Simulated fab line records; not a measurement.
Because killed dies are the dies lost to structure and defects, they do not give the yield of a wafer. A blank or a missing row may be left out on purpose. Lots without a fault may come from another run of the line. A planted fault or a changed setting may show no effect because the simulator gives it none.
What tool caused it? ; flow n5Finfet ; 72 wafers from 24 lots sampled at 6 of the route's 1938 steps

## WHAT THE GAUGES READ, wafer by wafer
The record lacks any reading of a measuring or inspecting step that a usual standard deviation could be used to judge.

## TOOL THAT RAN EACH LOT (tool first, then ch and the chambers of the sampled wafers, then the start)
lot;N5_BEOL_M3_ANNEAL_51;N5_BEOL_M4_ILD_DEP_00;N5_BEOL_M4_HM_DEP_02;N5_BEOL_M4_STRIP_36;N5_BEOL_M4_STRIP_97;N5_BEOL_M4_PRE_CLEAN_45
L074;rtpAnneal-02 ch 0, day 7 10:02;pecvd-04 ch 0,1, day 7 10:55;pvdSputter-02, day 7 13:55;rieDiel-06 ch 0,1,2, day 7 17:11;rieDiel-06 ch 0,1,2, day 7 17:46 or earlier;pvdSputter-02, day 7 17:46
L076;rtpAnneal-02 ch 0, day 7 15:02;pecvd-03 ch 0,1, day 7 15:57;pvdSputter-03, day 7 17:20;rieDiel-06 ch 0,1,2, day 7 20:45;rieDiel-06 ch 0,1,2, day 7 21:36 or earlier;pvdSputter-03, day 7 21:36
L075;rtpAnneal-01 ch 0, day 7 17:37;pecvd-01 ch 0,1,2, day 7 18:33;pvdSputter-01, day 7 20:13;rieDiel-03 ch 1,2, day 7 23:59;rieDiel-03 ch 1,2, day 8 00:48 or earlier;pvdSputter-01, day 8 00:48
L077;rtpAnneal-02 ch 0, day 7 22:17;pecvd-03 ch 1,2, day 7 23:09;pvdSputter-02, day 8 00:19;rieDiel-01 ch 1,2,3, day 8 06:20;rieDiel-01 ch 1,2,3, day 8 07:33 or earlier;pvdSputter-02, day 8 07:33
L078;rtpAnneal-02 ch 0, day 8 03:24;pecvd-04 ch 0,1,2, day 8 04:19;pvdSputter-03, day 8 04:48;rieDiel-01 ch 1,2, day 8 07:25;rieDiel-01 ch 1,2, day 8 08:00 or earlier;pvdSputter-03, day 8 08:00
L079;rtpAnneal-02 ch 0, day 8 12:22;pecvd-01 ch 0,2, day 8 13:17;pvdSputter-02, day 8 13:27;rieDiel-03 ch 0,1,3, day 8 17:31;rieDiel-03 ch 0,1,3, day 8 18:45 or earlier;pvdSputter-01, day 8 18:45
L080;rtpAnneal-02 ch 0, day 9 02:01;pecvd-01 ch 0,1, day 9 02:55;pvdSputter-03, day 9 03:51;rieDiel-01 ch 0,1,2, day 9 07:02;rieDiel-01 ch 0,1,2, day 9 07:46 or earlier;pvdSputter-02, day 9 07:46
L082;rtpAnneal-01 ch 0, day 9 07:20;pecvd-03 ch 1,2, day 9 08:14;pvdSputter-01, day 9 09:08;rieDiel-01 ch 0,1,3, day 9 11:22;rieDiel-01 ch 0,1,3, day 9 11:48 or earlier;pvdSputter-02, day 9 11:48
L081;rtpAnneal-02 ch 0, day 9 07:34;pecvd-01 ch 0,1,2, day 9 08:31;pvdSputter-01, day 9 09:14;rieDiel-03 ch 0,1, day 9 11:29;rieDiel-03 ch 0,1, day 9 12:52 or earlier;pvdSputter-01, day 9 12:52
L083;rtpAnneal-01 ch 0, day 9 13:38;pecvd-01 ch 0,1,2, day 9 14:33;pvdSputter-03, day 9 15:42;rieDiel-01 ch 0,1,3, day 9 19:17;rieDiel-01 ch 0,1,3, day 9 19:56 or earlier;pvdSputter-03, day 9 19:56
L084;rtpAnneal-01 ch 0, day 10 01:50;pecvd-01 ch 1,2, day 10 02:40;pvdSputter-02, day 10 04:12;rieDiel-01 ch 0,1, day 10 06:53;rieDiel-01 ch 0,1, day 10 07:25 or earlier;pvdSputter-03, day 10 07:25
L085;rtpAnneal-01 ch 0, day 10 07:12;pecvd-03 ch 0,2, day 10 08:20;pvdSputter-03, day 10 09:58;rieDiel-03 ch 0,3, day 10 13:27;rieDiel-03 ch 0,3, day 10 14:15 or earlier;pvdSputter-03, day 10 14:15
L086;rtpAnneal-02 ch 0, day 10 10:13;pecvd-04 ch 1,2, day 10 11:16;pvdSputter-03, day 10 13:16;rieDiel-01 ch 0,1,3, day 10 18:25;rieDiel-01 ch 0,1,3, day 10 19:13 or earlier;pvdSputter-01, day 10 19:13
L087;rtpAnneal-02 ch 0, day 10 13:23;pecvd-04 ch 0,2, day 10 14:13;pvdSputter-03, day 10 18:23;rieDiel-01 ch 0,1,3, day 10 22:29;rieDiel-01 ch 0,1,3, day 10 23:05 or earlier;pvdSputter-02, day 10 23:05
L088;rtpAnneal-02 ch 0, day 10 16:17;pecvd-04 ch 0,2, day 10 17:10;pvdSputter-02, day 10 18:45;rieDiel-03 ch 2,3, day 10 22:47;rieDiel-03 ch 2,3, day 11 00:00 or earlier;pvdSputter-01, day 11 00:00
L089;rtpAnneal-02 ch 0, day 11 01:05;pecvd-03 ch 0,1,2, day 11 02:00;pvdSputter-02, day 11 02:49;rieDiel-06 ch 0,1,2, day 11 08:04;rieDiel-06 ch 0,1,2, day 11 08:45 or earlier;pvdSputter-02, day 11 08:45
L090;rtpAnneal-01 ch 0, day 11 06:14;pecvd-03 ch 0,1,2, day 11 07:03;pvdSputter-02, day 11 08:08;rieDiel-01 ch 0,1, day 11 17:50;rieDiel-01 ch 0,1, day 11 18:43 or earlier;pvdSputter-01, day 11 18:43
L091;rtpAnneal-01 ch 0, day 11 23:57;pecvd-01 ch 0,1,2, day 12 00:56;pvdSputter-02, day 12 01:50;rieDiel-03 ch 0,2,3, day 12 05:03;rieDiel-03 ch 0,2,3, day 12 05:53 or earlier;pvdSputter-02, day 12 05:53
L092;rtpAnneal-02 ch 0, day 12 01:50;pecvd-01 ch 0,1, day 12 02:43;pvdSputter-03, day 12 03:07;rieDiel-01 ch 1,2,3, day 12 05:17;rieDiel-01 ch 1,2,3, day 12 06:04 or earlier;pvdSputter-02, day 12 06:04
L093;rtpAnneal-01 ch 0, day 12 05:19;pecvd-04 ch 0,2, day 12 06:11;pvdSputter-02, day 12 06:25;rieDiel-06 ch 0,1,3, day 12 20:22;rieDiel-06 ch 0,1,3, day 12 21:35 or earlier;pvdSputter-02, day 12 21:35
L095;rtpAnneal-01 ch 0, day 12 08:56;pecvd-01 ch 0,1, day 12 09:52;pvdSputter-02, day 12 11:07;rieDiel-06 ch 0,1,2, day 13 04:41;rieDiel-06 ch 0,1,2, day 13 05:07 or earlier;pvdSputter-03, day 13 05:07
L096;rtpAnneal-01 ch 0, day 12 14:53;pecvd-04 ch 0,1,2, day 12 15:47;pvdSputter-01, day 12 16:19;rieDiel-03 ch 1,2,3, day 13 06:23;rieDiel-03 ch 1,2,3, day 13 07:07 or earlier;pvdSputter-01, day 13 07:07
L094;rtpAnneal-02 ch 0, day 12 16:41;pecvd-01 ch 0,1,2, day 12 17:37;pvdSputter-01, day 12 17:49;rieDiel-03 ch 0,2,3, day 13 07:33;rieDiel-03 ch 0,2,3, day 13 08:04 or earlier;pvdSputter-03, day 13 08:04
L097;rtpAnneal-01 ch 0, day 13 07:26;pecvd-01 ch 0,1, day 13 08:22;pvdSputter-02, day 13 09:32;rieDiel-01 ch 0,1, day 13 20:23;rieDiel-01 ch 0,1, day 13 21:05 or earlier;pvdSputter-01, day 13 21:05
- N5_BEOL_M3_ANNEAL_51: time 90 s.
- N5_BEOL_M4_ILD_DEP_00: deposits SiOC from DEMS/O2, target thk 79 nm, time 15.3 s.
- N5_BEOL_M4_HM_DEP_02: deposits TiN, target thk 20 nm.
- N5_BEOL_M4_STRIP_36: strips in N2/H2.
- N5_BEOL_M4_STRIP_97: strips in N2/H2, time 10 s.
- N5_BEOL_M4_PRE_CLEAN_45: time 30 s.

## AS READ BY THE TOOLS THEMSELVES (means over the sampled wafers that have a number; for cases with no such wafer, the mark the record gives instead)
N5_BEOL_M3_ANNEAL_51.
lot;tool;wafer_temp_C_max
L074;rtpAnneal-02;226.40
L076;rtpAnneal-02;226.02
L075;rtpAnneal-01;226.20
L077;rtpAnneal-02;225.85
L078;rtpAnneal-02;226.32
L079;rtpAnneal-02;225.73
L080;rtpAnneal-02;225.85
L082;rtpAnneal-01;225.76
L081;rtpAnneal-02;226.07
L083;rtpAnneal-01;226.24
L084;rtpAnneal-01;225.84
L085;rtpAnneal-01;225.94
L086;rtpAnneal-02;225.98
L087;rtpAnneal-02;226.02
L088;rtpAnneal-02;226.00
L089;rtpAnneal-02;226.06
L090;rtpAnneal-01;225.91
L091;rtpAnneal-01;225.99
L092;rtpAnneal-02;226.03
L093;rtpAnneal-01;225.91
L095;rtpAnneal-01;226.04
L096;rtpAnneal-01;225.91
L094;rtpAnneal-02;226.17
L097;rtpAnneal-01;225.68

N5_BEOL_M4_ILD_DEP_00.
lot;tool;heaterPowerW (W);showerheadPlenumPTorr (Torr);susceptorTempC (C);throttleValvePct (%)
L074;pecvd-04;364;5.698;349.98;12.2
L076;pecvd-03;518;5.688;350.03;11.7
L075;pecvd-01;459;5.673;349.86;11.5
L077;pecvd-03;518;5.687;350.22;11.8
L078;pecvd-04;442;5.693;350.11;11.5
L079;pecvd-01;458;5.679;350.04;11.7
L080;pecvd-01;456;5.666;350.08;12.0
L082;pecvd-03;493;5.691;349.93;11.7
L081;pecvd-01;437;5.685;350.04;11.6
L083;pecvd-01;417;5.669;349.96;11.5
L084;pecvd-01;386;5.684;350.09;11.5
L085;pecvd-03;579;5.690;349.97;11.9
L086;pecvd-04;459;5.697;349.90;11.0
L087;pecvd-04;498;5.699;349.79;11.8
L088;pecvd-04;500;5.704;350.05;11.3
L089;pecvd-03;562;5.693;350.13;11.7
L090;pecvd-03;547;5.692;350.15;11.8
L091;pecvd-01;423;5.684;350.01;11.6
L092;pecvd-01;473;5.671;349.81;11.8
L093;pecvd-04;520;5.697;350.05;11.4
L095;pecvd-01;464;5.673;349.90;12.1
L096;pecvd-04;445;5.700;349.98;11.5
L094;pecvd-01;448;5.683;350.04;11.7
L097;pecvd-01;471;5.675;349.75;11.9

N5_BEOL_M4_HM_DEP_02.
lot;tool;susceptorTempC (C);throttleValvePct (%)
L074;pvdSputter-02;25.07;29.0
L076;pvdSputter-03;24.95;30.5
L075;pvdSputter-01;24.94;29.8
L077;pvdSputter-02;25.02;29.3
L078;pvdSputter-03;24.97;29.9
L079;pvdSputter-02;24.97;29.1
L080;pvdSputter-03;25.11;30.0
L082;pvdSputter-01;24.99;29.7
L081;pvdSputter-01;25.03;30.6
L083;pvdSputter-03;24.98;29.9
L084;pvdSputter-02;25.00;29.3
L085;pvdSputter-03;24.99;30.4
L086;pvdSputter-03;24.88;31.1
L087;pvdSputter-03;25.04;30.6
L088;pvdSputter-02;25.02;28.8
L089;pvdSputter-02;25.00;29.0
L090;pvdSputter-02;24.94;29.3
L091;pvdSputter-02;24.96;29.3
L092;pvdSputter-03;25.08;30.3
L093;pvdSputter-02;24.95;29.2
L095;pvdSputter-02;25.03;29.1
L096;pvdSputter-01;24.92;30.3
L094;pvdSputter-01;24.93;30.6
L097;pvdSputter-02;24.99;29.1

N5_BEOL_M4_STRIP_36.
lot;tool;chamberPressureMTorr (mTorr);drypumpMotorCurrentA (A);oesProductAu (a.u.);rfVppV (V);showerheadPlenumPTorr (Torr);throttleValvePct (%)
L074;rieDiel-06;20.03;5.6;0.79;59.2;2.66;23.8
L076;rieDiel-06;20.02;5.6;0.80;59.1;2.66;23.8
L075;rieDiel-03;20.04;5.5;0.89;59.9;2.56;23.7
L077;rieDiel-01;19.99;5.7;0.75;59.6;2.53;23.7
L078;rieDiel-01;20.00;6.0;0.80;59.0;2.54;23.4
L079;rieDiel-03;20.03;5.9;0.92;60.5;2.51;23.7
L080;rieDiel-01;20.00;6.1;0.83;60.3;2.56;23.4
L082;rieDiel-01;20.00;6.2;0.82;58.4;2.56;23.5
L081;rieDiel-03;20.02;6.0;0.88;59.2;2.51;23.7
L083;rieDiel-01;20.00;6.2;0.83;59.2;2.56;23.5
L084;rieDiel-01;20.02;6.5;0.87;59.0;2.57;23.2
L085;rieDiel-03;20.00;5.9;0.92;60.3;2.55;23.7
L086;rieDiel-01;19.97;6.2;0.81;58.5;2.55;23.5
L087;rieDiel-01;19.99;6.2;0.81;58.6;2.55;23.5
L088;rieDiel-03;19.99;5.6;0.90;58.9;2.52;23.6
L089;rieDiel-06;19.97;5.5;0.84;59.8;2.65;23.7
L090;rieDiel-01;19.99;6.6;0.87;57.5;2.58;23.2
L091;rieDiel-03;20.00;5.6;0.87;60.3;2.54;23.7
L092;rieDiel-01;20.01;5.7;0.91;59.8;2.51;23.4
L093;rieDiel-06;20.00;5.7;0.78;60.7;2.62;23.8
L095;rieDiel-06;20.01;5.6;0.82;58.7;2.64;23.7
L096;rieDiel-03;19.98;5.7;0.84;59.6;2.50;23.6
L094;rieDiel-03;20.01;5.7;0.86;59.6;2.54;23.7
L097;rieDiel-01;19.98;6.5;0.82;59.1;2.56;23.2

N5_BEOL_M4_STRIP_97.
lot;tool;chamberPressureMTorr (mTorr);drypumpMotorCurrentA (A);oesProductAu (a.u.);rfVppV (V);showerheadPlenumPTorr (Torr);throttleValvePct (%)
L074;rieDiel-06;20.000;5.6;0.79;60.1;2.66;23.8
L076;rieDiel-06;20.006;5.6;0.80;58.5;2.66;23.8
L075;rieDiel-03;20.006;5.6;0.89;58.7;2.56;23.7
L077;rieDiel-01;20.006;5.7;0.75;58.7;2.53;23.6
L078;rieDiel-01;20.010;6.1;0.80;58.4;2.54;23.3
L079;rieDiel-03;19.985;5.9;0.92;59.6;2.52;23.7
L080;rieDiel-01;20.016;6.1;0.83;59.6;2.56;23.4
L082;rieDiel-01;20.015;6.2;0.83;59.4;2.56;23.5
L081;rieDiel-03;19.997;6.0;0.87;59.9;2.51;23.7
L083;rieDiel-01;20.002;6.2;0.82;58.8;2.56;23.5
L084;rieDiel-01;20.009;6.5;0.85;58.9;2.57;23.2
L085;rieDiel-03;20.001;5.8;0.91;58.2;2.55;23.7
L086;rieDiel-01;19.992;6.2;0.81;59.0;2.55;23.5
L087;rieDiel-01;19.993;6.2;0.80;59.1;2.55;23.5
L088;rieDiel-03;20.010;5.6;0.90;58.5;2.52;23.6
L089;rieDiel-06;19.994;5.6;0.84;60.5;2.65;23.7
L090;rieDiel-01;19.989;6.6;0.87;59.2;2.58;23.2
L091;rieDiel-03;20.003;5.7;0.87;58.5;2.54;23.7
L092;rieDiel-01;20.002;5.7;0.90;58.9;2.51;23.5
L093;rieDiel-06;20.004;5.6;0.77;59.4;2.61;23.9
L095;rieDiel-06;20.000;5.6;0.83;59.6;2.64;23.7
L096;rieDiel-03;19.999;5.7;0.83;59.7;2.50;23.6
L094;rieDiel-03;20.009;5.6;0.86;59.3;2.54;23.7
L097;rieDiel-01;20.007;6.5;0.83;59.4;2.56;23.2

N5_BEOL_M4_PRE_CLEAN_45.
lot;tool;heaterPowerW (W);susceptorTempC (C)
L074;pvdSputter-02;336;250.22
L076;pvdSputter-03;317;249.98
L075;pvdSputter-01;357;249.85
L077;pvdSputter-02;345;250.12
L078;pvdSputter-03;349;249.91
L079;pvdSputter-01;322;250.05
L080;pvdSputter-02;339;250.02
L082;pvdSputter-02;357;249.97
L081;pvdSputter-01;330;250.09
L083;pvdSputter-03;328;249.86
L084;pvdSputter-03;317;250.02
L085;pvdSputter-03;319;250.20
L086;pvdSputter-01;367;249.95
L087;pvdSputter-02;319;249.90
L088;pvdSputter-01;350;249.97
L089;pvdSputter-02;338;250.09
L090;pvdSputter-01;322;249.83
L091;pvdSputter-02;342;250.02
L092;pvdSputter-02;341;250.01
L093;pvdSputter-02;343;250.11
L095;pvdSputter-03;330;250.06
L096;pvdSputter-01;320;249.85
L094;pvdSputter-03;339;249.93
L097;pvdSputter-01;329;250.04

## THE ANSWER, worked out from the rows above alone
Rule: usual is defined by the lots themselves. Put in order of their means at a reading, lots are off if they are a third of the lots or fewer, leave a main group of 4 or more, and stand apart from it by a gap of 3 or more times the standard deviation of the main group's means; of several such gaps the widest counts. The tables above print the reading to a certain number of digits; a main group whose means all agree to those digits is not used. A lot without any number at a reading at which 4 lots or more have one is off too. The other lots that the step has rows for count as sound. Order of review: gauges by route order, followed by the tools' own readings, for which a lot's mean as printed above is used. At the first step where some lot is off, the reading lying furthest off is the one used; lots without a number count as furthest.
Across all readings shown, no lot is off: no conclusion can be drawn from this.

## WHAT THE SIMULATOR HAD INSERTED
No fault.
